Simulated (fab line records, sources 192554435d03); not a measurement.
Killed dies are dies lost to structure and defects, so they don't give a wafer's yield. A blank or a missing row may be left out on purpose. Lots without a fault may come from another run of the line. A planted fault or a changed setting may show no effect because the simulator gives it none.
Which tool did it? | flow n5_finfet | 9 lots, 26 wafers sampled, at 6 steps of a route of 1938

WHAT THE GAUGES READ, wafer by wafer
N5_FIN_SAQP_THK_MEAS_05. Usual: thk_nm 38.0 nm, standard deviation 0.47.
lot  | measured    | on            | thk_nm (nm)    | flag
L664 | day 2 10:24 | film_metro-01 | 37.9 38.3 37.8 |
L665 | day 2 10:36 | film_metro-02 | 37.4 37.7 38.0 |
L672 | day 4 04:12 | film_metro-01 | 39.7 38.7      |
L674 | day 4 15:19 | film_metro-02 | 39.5 37.7 38.9 |
L679 | day 5 21:08 | film_metro-02 | 38.3 39.1 39.1 |
L681 | day 6 09:10 | film_metro-02 | 37.9 38.4 38.3 |
L684 | day 7 03:11 | film_metro-02 | 37.9 38.6 38.6 |
L685 | day 7 09:44 | film_metro-01 | 37.9 38.2 38.4 |
L686 | day 7 15:39 | film_metro-01 | 37.4 38.0 38.5 |

N5_FIN_SAQP_CD_MEAS_16: target cd 35.6 nm. Usual: cd_nm 35.7 nm, standard deviation 0.34.
lot  | measured    | on        | cd_nm (nm)     | flag
L664 | day 2 11:05 | cd_sem-01 | 36.0 36.4 35.6 |
L665 | day 2 11:18 | cd_sem-01 | 35.5 35.7 35.5 |
L672 | day 4 04:52 | cd_sem-03 | 36.0 35.5      |
L674 | day 4 16:00 | cd_sem-02 | 36.0 35.5 35.7 |
L679 | day 5 21:43 | cd_sem-03 | 35.2 35.6 35.4 |
L681 | day 6 09:44 | cd_sem-02 | 36.3 36.0 35.5 |
L684 | day 7 03:53 | cd_sem-02 | 35.3 35.3 35.7 |
L685 | day 7 10:26 | cd_sem-02 | 36.1 36.0 36.1 |
L686 | day 7 16:13 | cd_sem-01 | 35.9 35.2 35.7 |

N5_BEOL_M4_RC_MEAS_101. Usual: DIBL_N 36.0 mV/V, standard deviation 1.8; DIBL_P 36.3 mV/V, standard deviation 2.4; IOFF_N 0.16 nA/um, standard deviation 0.035; IOFF_P 0.21 nA/um, standard deviation 0.036; ION_N 673 uA/um, standard deviation 13; ION_P 461 uA/um, standard deviation 7.2; SS_N 71.4 mV/dec, standard deviation 0.6; SS_P 73.2 mV/dec, standard deviation 0.7; VT_N 250 mV, standard deviation 4; VT_P -250.9 mV, standard deviation 2.9.
lot  | measured     | on        | DIBL_N (mV/V)  | DIBL_P (mV/V)  | IOFF_N (nA/um) | IOFF_P (nA/um) | ION_N (uA/um) | ION_P (uA/um) | SS_N (mV/dec)  | SS_P (mV/dec)  | VT_N (mV)   | VT_P (mV)            | flag
L664 | day 8 20:15  | prober-02 | 36.7 34.7 39.2 | 38.2 33.9 41.4 | 0.19 0.14 0.25 | 0.25 0.17 0.32 | 675 666 693   | 465 457 473   | 72.5 72.2 72.8 | 73.7 72.5 74.6 | 248 250 242 | -248.4 -252.9 -245.7 |
L665 | day 8 23:30  | prober-01 | 36.3 35.8 38.5 | 37.4 37.5 40.0 | 0.17 0.16 0.23 | 0.21 0.22 0.26 | 683 672 702   | 462 468 475   | 71.5 70.7 71.8 | 73.8 72.9 73.9 | 248 250 245 | -249.2 -247.8 -246.1 |
L672 | day 11 02:23 | prober-01 | 38.1 36.3      | 38.2 36.3      | 0.20 0.16      | 0.22 0.20      | 695 686       | 466 464       | 71.9 71.9      | 73.6 73.7      | 246 249     | -251.3 -252.5        |
L674 | day 10 11:23 | prober-01 | 35.2 34.6 32.8 | 35.7 35.0 32.3 | 0.13 0.13 0.10 | 0.20 0.19 0.15 | 667 673 657   | 463 473 458   | 70.6 70.6 70.4 | 73.8 73.0 71.3 | 256 253 259 | -251.1 -252.9 -252.3 |
L679 | day 12 11:57 | prober-01 | 35.5 32.1 34.3 | 34.3 31.1 32.7 | 0.13 0.09 0.11 | 0.18 0.13 0.15 | 662 640 664   | 454 441 460   | 70.9 70.4 70.6 | 72.9 72.0 72.1 | 255 259 256 | -251.6 -256.4 -255.7 |
L681 | day 12 22:46 | prober-01 | 37.1 35.1 37.7 | 38.5 35.2 38.7 | 0.16 0.12 0.17 | 0.23 0.20 0.24 | 678 664 680   | 465 463 470   | 71.7 71.3 71.9 | 73.3 72.1 73.4 | 251 257 250 | -248.7 -251.2 -249.4 |
L684 | day 14 04:22 | prober-01 | 36.3 36.6 35.2 | 34.9 36.3 33.6 | 0.15 0.15 0.13 | 0.20 0.22 0.17 | 679 671 661   | 465 459 450   | 71.5 70.9 71.0 | 73.1 73.6 71.9 | 246 249 250 | -251.2 -251.9 -253.3 |
L685 | day 14 07:43 | prober-02 | 37.5 37.7 36.6 | 39.3 39.7 38.0 | 0.18 0.18 0.16 | 0.24 0.25 0.23 | 691 680 685   | 475 471 474   | 71.0 72.0 71.1 | 73.8 74.1 73.4 | 246 247 246 | -246.5 -247.2 -248.1 |
L686 | day 14 06:26 | prober-01 | 37.2 37.9 39.3 | 37.1 36.6 38.0 | 0.16 0.16 0.20 | 0.21 0.21 0.25 | 673 681 687   | 457 461 464   | 71.4 72.1 72.2 | 73.4 74.0 73.7 | 250 250 247 | -252.4 -252.9 -246.7 |

WHICH TOOL RAN EACH LOT (tool, then ch and the chambers of the sampled wafers, then the start)
lot  | N5_FIN_SAQP_HM_DEP_03          | N5_FIN_SAQP_PECVD_06           | N5_FIN_SAQP_STRIP_55
L664 | pecvd-04 ch 0,2, day 2 10:19   | pecvd-02 ch 0,1,2, day 2 10:31 | rie_diel-06 ch 1,3, day 2 11:43
L665 | pecvd-04 ch 0,1, day 2 10:31   | pecvd-04 ch 1,2, day 2 10:43   | rie_diel-01 ch 2,3, day 2 11:46
L672 | pecvd-02 ch 0,2, day 4 04:07   | pecvd-04 ch 0,1, day 4 04:22   | rie_diel-05 ch 0,2, day 4 05:23
L674 | pecvd-02 ch 0,1,2, day 4 15:13 | pecvd-02 ch 0,1,2, day 4 15:26 | rie_diel-06 ch 2,3, day 4 16:29
L679 | pecvd-04 ch 1,2, day 5 21:03   | pecvd-02 ch 0,1,2, day 5 21:16 | rie_diel-06 ch 0,1,2, day 5 22:13
L681 | pecvd-03 ch 0,1, day 6 09:05   | pecvd-02 ch 0,1,2, day 6 09:17 | rie_diel-06 ch 0,2, day 6 10:36
L684 | pecvd-02 ch 0,1, day 7 03:06   | pecvd-04 ch 0,2, day 7 03:19   | rie_diel-01 ch 1,2,3, day 7 04:47
L685 | pecvd-02 ch 0,1, day 7 09:39   | pecvd-04 ch 0,2, day 7 09:52   | rie_diel-01 ch 2,3, day 7 11:32
L686 | pecvd-02 ch 0,1, day 7 15:34   | pecvd-04 ch 0,2, day 7 15:46   | rie_diel-06 ch 0,1,2, day 7 17:01
- N5_FIN_SAQP_HM_DEP_03: deposits SiNx from SiH4/NH3/N2, target thk 38 nm, time 33.6 s.
- N5_FIN_SAQP_PECVD_06: deposits a-Si from SiH4/He, target thk 60 nm, time 48.1 s.
- N5_FIN_SAQP_STRIP_55: strips in N2/H2.

WHAT THE TOOLS THEMSELVES READ (means of the sampled wafers that have a number; where no wafer has one, the mark that the record gives instead)
N5_FIN_SAQP_HM_DEP_03. Usual: chamber_pressure_Torr 1.500 Torr, standard deviation 0.0035; heater_power_w 829 W, standard deviation 110; showerhead_plenum_p_Torr 5.15 Torr, standard deviation 0.081; throttle_valve_pct 40.5 %, standard deviation 2.2.
lot  | tool     | chamber_pressure_Torr (Torr) | heater_power_w (W) | showerhead_plenum_p_Torr (Torr) | throttle_valve_pct (%) | flag
L664 | pecvd-04 | 1.499                        | 901                | 5.14                            | 40.6                   |
L665 | pecvd-04 | 1.501                        | 954                | 5.18                            | 43.2                   |
L672 | pecvd-02 | 1.501                        | 696                | 5.08                            | 38.2                   |
L674 | pecvd-02 | 1.502                        | 761                | 5.14                            | 39.0                   |
L679 | pecvd-04 | 1.499                        | 920                | 5.14                            | 42.0                   |
L681 | pecvd-03 | 1.498                        | 770                | 5.14                            | 42.3                   |
L684 | pecvd-02 | 1.499                        | 737                | 5.24                            | 39.9                   |
L685 | pecvd-02 | 1.502                        | 779                | 5.24                            | 40.0                   |
L686 | pecvd-02 | 1.505                        | 772                | 5.23                            | 40.0                   |

N5_FIN_SAQP_PECVD_06. Usual: chamber_pressure_Torr 3.000 Torr, standard deviation 0.007; heater_power_w 900 W, standard deviation 120; showerhead_plenum_p_Torr 5.67 Torr, standard deviation 0.052; throttle_valve_pct 18.6 %, standard deviation 0.99.
lot  | tool     | chamber_pressure_Torr (Torr) | heater_power_w (W) | showerhead_plenum_p_Torr (Torr) | throttle_valve_pct (%) | flag
L664 | pecvd-02 | 2.995                        | 847                | 5.67                            | 17.8                   |
L665 | pecvd-04 | 3.004                        | 959                | 5.68                            | 19.7                   |
L672 | pecvd-04 | 2.992                        | 1052               | 5.71                            | 19.4                   |
L674 | pecvd-02 | 3.000                        | 808                | 5.68                            | 17.8                   |
L679 | pecvd-02 | 2.996                        | 831                | 5.67                            | 17.9                   |
L681 | pecvd-02 | 3.001                        | 776                | 5.67                            | 18.0                   |
L684 | pecvd-04 | 2.999                        | 1012               | 5.65                            | 18.5                   |
L685 | pecvd-04 | 2.993                        | 935                | 5.66                            | 18.6                   |
L686 | pecvd-04 | 2.999                        | 964                | 5.66                            | 18.6                   |

N5_FIN_SAQP_STRIP_55. Usual: drypump_motor_current_A 5.7 A, standard deviation 0.57; oes_product_au 0.76 a.u., standard deviation 0.076; rf_vpp_V 121.7 V, standard deviation 1.5; showerhead_plenum_p_Torr 3.33 Torr, standard deviation 0.089; throttle_valve_pct 19.0 %, standard deviation 0.41.
lot  | tool        | drypump_motor_current_A (A) | oes_product_au (a.u.) | rf_vpp_V (V) | showerhead_plenum_p_Torr (Torr) | throttle_valve_pct (%) | flag
L664 | rie_diel-06 | 5.3                         | 0.76                  | 122.0        | 3.25                            | 19.5                   |
L665 | rie_diel-01 | 6.0                         | 0.86                  | 122.4        | 3.40                            | 18.5                   |
L672 | rie_diel-05 | 5.8                         | 0.81                  | 122.2        | 3.38                            | 18.9                   |
L674 | rie_diel-06 | 6.2                         | 0.71                  | 122.3        | 3.21                            | 19.3                   |
L679 | rie_diel-06 | 5.7                         | 0.74                  | 121.3        | 3.27                            | 18.8                   |
L681 | rie_diel-06 | 6.3                         | 0.72                  | 120.0        | 3.25                            | 18.9                   |
L684 | rie_diel-01 | 5.6                         | 0.76                  | 121.3        | 3.36                            | 18.8                   |
L685 | rie_diel-01 | 6.1                         | 0.80                  | 121.1        | 3.37                            | 18.6                   |
L686 | rie_diel-06 | 5.7                         | 0.74                  | 121.9        | 3.26                            | 18.8                   |

THE ANSWER, worked out from the rows above alone
Rule: a lot is off if the mean of its wafers that have a number lies more than 3 standard deviations from the usual mean. A lot without any number at a reading at which 4 lots or more have one is off too. The other lots that the step has rows for count as sound. The gauges are gone through in route order, then the tools' own readings, and for those a lot's mean is taken as printed above. The first step at which some lot is off is used, and at that step the reading that is off furthest; a lot without a number counts as furthest.
No lot is off at any reading shown: from this, nothing can be told.

WHAT THE SIMULATOR HAD PUT IN
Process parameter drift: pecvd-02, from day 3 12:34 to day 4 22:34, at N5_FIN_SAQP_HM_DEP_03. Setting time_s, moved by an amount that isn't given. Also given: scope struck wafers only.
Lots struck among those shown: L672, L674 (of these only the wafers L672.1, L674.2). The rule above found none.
